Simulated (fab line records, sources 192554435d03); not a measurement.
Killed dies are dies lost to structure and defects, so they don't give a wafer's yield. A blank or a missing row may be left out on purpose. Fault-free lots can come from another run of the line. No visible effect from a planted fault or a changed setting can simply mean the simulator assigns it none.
Which tool is to blame? -- flow n5-finfet -- route of 1938 steps, sampled at 1 step: 12 lots, 36 wafers

== WHAT EACH GAUGE READ, for each wafer ==
N5_MOL_CONTACT_COAG_CD_MEAS_08 targets a cd of 28 nm.
lot,measured,on,cd-nm (nm)
L075,day 4 22:07,cd-sem-01,28.2 28.1 27.6
L077,day 5 10:45,cd-sem-01,27.9 28.2 27.8
L079,day 6 01:53,cd-sem-01,28.5 28.2 28.3
L081,day 6 10:42,cd-sem-03,28.8 28.4 28.0
L083,day 6 22:40,cd-sem-01,27.5 28.2 27.9
L085,day 7 10:56,cd-sem-02,27.7 27.6 28.4
L087,day 7 22:04,cd-sem-02,28.2 28.1 28.1
L089,day 8 08:16,cd-sem-01,28.0 27.8 27.3
L091,day 8 20:34,cd-sem-01,27.9 27.9 27.6
L093,day 9 08:23,cd-sem-03,27.9 27.9 27.8
L095,day 9 20:04,cd-sem-02,28.0 27.7 27.4
L097,day 10 11:23,cd-sem-03,28.3 28.3 27.8

== EACH LOT AND THE TOOL THAT RAN IT (in order: tool; ch and the chambers of the sampled wafers; start) ==
The record shows no process step preceding these readings.

== THE ANSWER, worked out from the rows above alone ==
Rule: the lots themselves supply what counts as usual. The widest of any qualifying gaps counts: lots, ordered by their means at a reading, are off when they make up no more than a third of the lots, leave a main group of 4 or more, and stand apart from it by 3 or more times the standard deviation of that group's means. If all means in a main group match to the digits the tables above print for the reading, that group is not used. Also off: a lot with no number at a reading for which 4 or more lots have one. Any other lot the step has rows for is counted as sound.
None of the lots is off at any reading shown; this tells nothing.

== WHAT THE SIMULATOR HAD PUT IN ==
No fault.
